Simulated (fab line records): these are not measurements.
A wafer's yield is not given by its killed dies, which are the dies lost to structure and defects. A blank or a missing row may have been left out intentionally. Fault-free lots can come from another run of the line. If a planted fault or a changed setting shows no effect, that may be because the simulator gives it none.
Split-lot trial + flow n5 finfet + 21 wafers read across 7 lots, on a route 1938 steps long

SPLIT DETAILS
At N5_BEOL_M1_PECVD_72 (deposits SiO2 from TEOS/O2, target thk 16 nm, time 18 s), the setting time s was moved away from the recipe's 18 s on 4 of the 21 wafers read, by -8.0% to +14.4%. The other wafers ran this setting at the recipe's value.

FROM THE SPLIT TO THE READING: what the file shows between them, 8 steps
- N5_BEOL_M1_COAT_05: resist thk 30 nm (also split here: spin rpm)
- N5_BEOL_M1_EBR_07
- N5_BEOL_M1_SOFTBAKE_06: time 60 s
- N5_BEOL_M1_DESCUM_16: chemistry O2, time 7 s
- N5_BEOL_M1_COAT_76: time 60 s, resist thk 5 nm (also split here: time s)
- N5_BEOL_M1_COAT_22: resist thk 30 nm
- N5_BEOL_M1_EBR_24
- N5_BEOL_M1_STRIP_97: strips in N2/H2, time 10 s

THE READING
SiO2_of_BEOL_M1_PECVD_72.thk nm (the simulator's own value, which no gauge read), in nm, at N5_BEOL_M1_HM_STRIP_39 (strips TiN in peroxide tin strip, target depth 25 nm, time 158 s). No usual value for it is given in the file. Here, 17 wafers ran the recipe; their average is 16.0 nm with a standard deviation of 0.3 nm.

| wafer  | tool, chamber at the split | time s as run, s | against the recipe | SiO2_of_BEOL_M1_PECVD_72.thk nm, nm | against lot-mates on the recipe |
|--------|----------------------------|------------------|--------------------|-------------------------------------|---------------------------------|
| L074.1 | pecvd-03, 1                | 18               | recipe             | 16.2                                | -                               |
| L074.2 | pecvd-03, 0                | 18               | recipe             | 15.8                                | -                               |
| L074.4 | pecvd-03, 2                | 18               | recipe             | 16.6                                | -                               |
| L075.2 | pecvd-01, 1                | 17.18            | -4.6%              | 15                                  | -1.2                            |
| L075.4 | pecvd-01, 0                | 18               | recipe             | 16.2                                | -                               |
| L075.6 | pecvd-01, 2                | 17.18            | -4.6%              | 15.6                                | -0.6                            |
| L082.2 | pecvd-01, 1                | 18               | recipe             | 15.6                                | -                               |
| L082.3 | pecvd-01, 2                | 18               | recipe             | 16.2                                | -                               |
| L082.4 | pecvd-01, 1                | 18               | recipe             | 15.8                                | -                               |
| L085.2 | pecvd-03, 1                | 20.59            | +14.4%             | 18.2                                | +1.9                            |
| L085.4 | pecvd-03, 2                | 18               | recipe             | 16.4                                | -                               |
| L085.5 | pecvd-03, 2                | 18               | recipe             | 16.2                                | -                               |
| L088.2 | pecvd-01, 1                | 18               | recipe             | 15.8                                | -                               |
| L088.4 | pecvd-01, 1,0              | 18               | recipe             | 16                                  | -                               |
| L088.6 | pecvd-01, 1,0              | 18               | recipe             | 16.2                                | -                               |
| L091.1 | pecvd-04, 0                | 18               | recipe             | 15.4                                | -                               |
| L091.2 | pecvd-04, 1                | 18               | recipe             | 15.6                                | -                               |
| L091.6 | pecvd-04, 0                | 18               | recipe             | 16                                  | -                               |
| L097.2 | pecvd-01, 0                | 18               | recipe             | 16                                  | -                               |
| L097.5 | pecvd-01, 2                | 18               | recipe             | 16                                  | -                               |
| L097.4 | pecvd-01, 0                | 16.56            | -8.0%              | 15                                  | -1.0                            |
Where a row lists several chambers, the file gives one row for several wafers and doesn't say which wafer went through which chamber.

THE FIT
A straight line over all 21 wafers: SiO2_of_BEOL_M1_PECVD_72.thk nm changes by +0.147 nm for each +1% of time s; r = +0.89; the points scatter about the line by 0.3 nm.
The same after taking each lot's own level away (the mean of its wafers on the recipe; 21 wafers): +0.139 nm for each +1%; r = +0.92; scatter 0.24 nm.
According to that fit, moving time s by its largest amount changes the reading by 2 nm.
From 15.67 to 16.30 nm: that is the span of the lots' own levels, equal to 2.1 times the standard deviation above.
So the lot-to-lot level changes the slope little: the two slopes agree.
Check: +2.18 nm against its lot-mates is what the line predicts for one of the wafers moved furthest among these (+14.4%) when that wafer is left out of the fit. Against them it came out at +1.9 nm.

FURTHER SPLITS ON THESE WAFERS
Other splits were also applied to these wafers ahead of the reading. Each is held against what the fit with the lots' levels taken away leaves over:
| other split on the same wafers           | wafers away from the commonest value | r with SiO2_of_BEOL_M1_PECVD_72.thk nm (lot level and that fit taken away) |
|------------------------------------------|--------------------------------------|----------------------------------------------------------------------------|
| N5_GATE_CUT_EXPOSE_10 dose mj            | 5                                    | -0.09                                                                      |
| N5_MOL_CONTACT_COAG_ETCH_110 bias w      | 4                                    | -0.15                                                                      |
| N5_MOL_CONTACT_COAG_CVD_140 target thk a | 8                                    | +0.21                                                                      |
| N5_BEOL_M0_SAQP_COAT_34 spin rpm         | 7                                    | -0.30                                                                      |
| N5_BEOL_M1_COAT_05 spin rpm              | 7                                    | +0.17                                                                      |
| N5_BEOL_M1_COAT_76 time s                | 10                                   | +0.32                                                                      |

THE WHOLE CHAIN: every reading that the file lists as answering this split, in the file's order
| step                   | what it does                                                     | reading                                                                          | change (the file's fit)               | r (the file's) |
|------------------------|------------------------------------------------------------------|----------------------------------------------------------------------------------|---------------------------------------|----------------|
| N5_BEOL_M1_PECVD_72    | deposits SiO2 from TEOS/O2, target thk 16 nm, time 18 s          | SiO2_of_BEOL_M1_PECVD_72.thk nm (the simulator's own value, which no gauge read) | +0.126 nm for each +1% of the setting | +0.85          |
| N5_BEOL_M1_HM_STRIP_39 | strips TiN in peroxide tin strip, target depth 25 nm, time 158 s | SiO2_of_BEOL_M1_PECVD_72.thk nm (the simulator's own value, which no gauge read) | +0.135 nm for each +1% of the setting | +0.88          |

THE FILE'S OWN FIT
SiO2_of_BEOL_M1_PECVD_72.thk nm changes by +0.135 nm for each +1% of time s, r = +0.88.
